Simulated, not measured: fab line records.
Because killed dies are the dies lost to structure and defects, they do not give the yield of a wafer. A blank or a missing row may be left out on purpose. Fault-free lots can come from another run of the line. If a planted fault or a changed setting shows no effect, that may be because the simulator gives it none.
Which tool was responsible? ; flow nand_harc ; 36 wafers from 12 lots sampled at 4 of the route's 1159 steps

## WHAT EACH GAUGE READ, for each wafer
NHARC_A_CONTACT_CD_MEAS_42: target cd 200 nm.
lot;measured;on;cd_nm (nm)
L075;day 16 06:10;cd_sem-03;200.7 199.8 200.0
L076;day 16 16:39;cd_sem-02;200.2 199.6 199.9
L079;day 17 11:13;cd_sem-03;200.1 199.9 200.0
L080;day 18 21:11;cd_sem-02;199.8 199.7 200.2
L081;day 18 14:23;cd_sem-03;200.3 200.9 200.8
L085;day 19 09:56;cd_sem-03;199.5 200.5 200.1
L087;day 19 12:34;cd_sem-01;199.0 199.8 200.3
L086;day 20 02:25;cd_sem-01;200.2 199.3 199.4
L093;day 20 14:09;cd_sem-01;200.1 200.2 200.2
L091;day 20 22:56;cd_sem-03;200.6 200.6 200.0
L097;day 21 21:27;cd_sem-03;200.5 200.7 200.9
L096;day 22 06:19;cd_sem-03;200.3 200.1 199.9

## WHAT TOOL EACH LOT RAN ON (gives the tool, then ch and the chambers of the sampled wafers, and finally the start)
lot;NHARC_A_SGD_CUT_CMP_21;NHARC_A_WL_FILL_ALD_19;NHARC_A_CONTACT_DEP_28
L075;cmp-03 ch 1,2,3, day 14 05:46;ald_metal-04 ch 0,2, day 15 17:31;acl_dep-01 ch 0, day 16 03:35
L076;cmp-03 ch 0,1,3, day 14 11:55;ald_metal-03 ch 0,1,3, day 16 05:06;acl_dep-03 ch 0, day 16 14:04
L079;cmp-03 ch 0,1,3, day 15 07:30;ald_metal-04 ch 1,2,3, day 16 22:53;acl_dep-02 ch 0, day 17 08:17
L080;cmp-01 ch 0,1,3, day 16 06:58;ald_metal-01 ch 0,2,3, day 18 03:25;acl_dep-03 ch 0, day 18 18:43
L081;cmp-01 ch 0,2,3, day 16 07:07;ald_metal-01 ch 1,2,3, day 18 03:17;acl_dep-02 ch 0, day 18 11:24
L085;cmp-03 ch 0,3, day 17 03:33;ald_metal-03 ch 1,2,3, day 18 16:17;acl_dep-01 ch 0, day 19 07:06
L087;cmp-04 ch 2,3, day 17 03:34;ald_metal-01 ch 1,3, day 18 16:19;acl_dep-02 ch 0, day 19 09:45
L086;cmp-01 ch 1,2,3, day 17 18:26;ald_metal-03 ch 1,2,3, day 19 15:51;acl_dep-02 ch 0, day 20 00:11
L093;cmp-03 ch 0,3, day 18 07:41;ald_metal-04 ch 2,3, day 20 03:31;acl_dep-02 ch 0, day 20 11:12
L091;cmp-03 ch 0,2,3, day 18 14:26;ald_metal-04 ch 0,1,2, day 20 03:40;acl_dep-02 ch 0, day 20 20:09
L097;cmp-01 ch 1,2, day 19 11:42;ald_metal-03 ch 0,2, day 21 11:20;acl_dep-02 ch 0, day 21 18:30
L096;cmp-01 ch 0,1,2, day 19 16:33;ald_metal-03 ch 0,1,2, day 21 15:31;acl_dep-02 ch 0, day 22 03:22
- NHARC_A_SGD_CUT_CMP_21: polishes, target thk 148.19 nm.
- NHARC_A_WL_FILL_ALD_19: deposits TiN, target thk 2 nm, pulse time 3 s, ald cycles 100.
- NHARC_A_CONTACT_DEP_28: deposits aC, target thk 3600 nm.

## THE ANSWER, worked out from the rows above alone
Rule: the usual values come from the lots themselves. The widest of any qualifying gaps counts: lots, ordered by their means at a reading, are off when they make up no more than a third of the lots, leave a main group of 4 or more, and stand apart from it by 3 or more times the standard deviation of that group's means. If all means in a main group match to the digits the tables above print for the reading, that group is not used. A lot without any number at a reading at which 4 lots or more have one is off too. Where the step has rows for the other lots, those lots are counted as sound.
Across all readings shown, no lot is off: no conclusion can be drawn from this.

## WHAT THE SIMULATOR PUT IN
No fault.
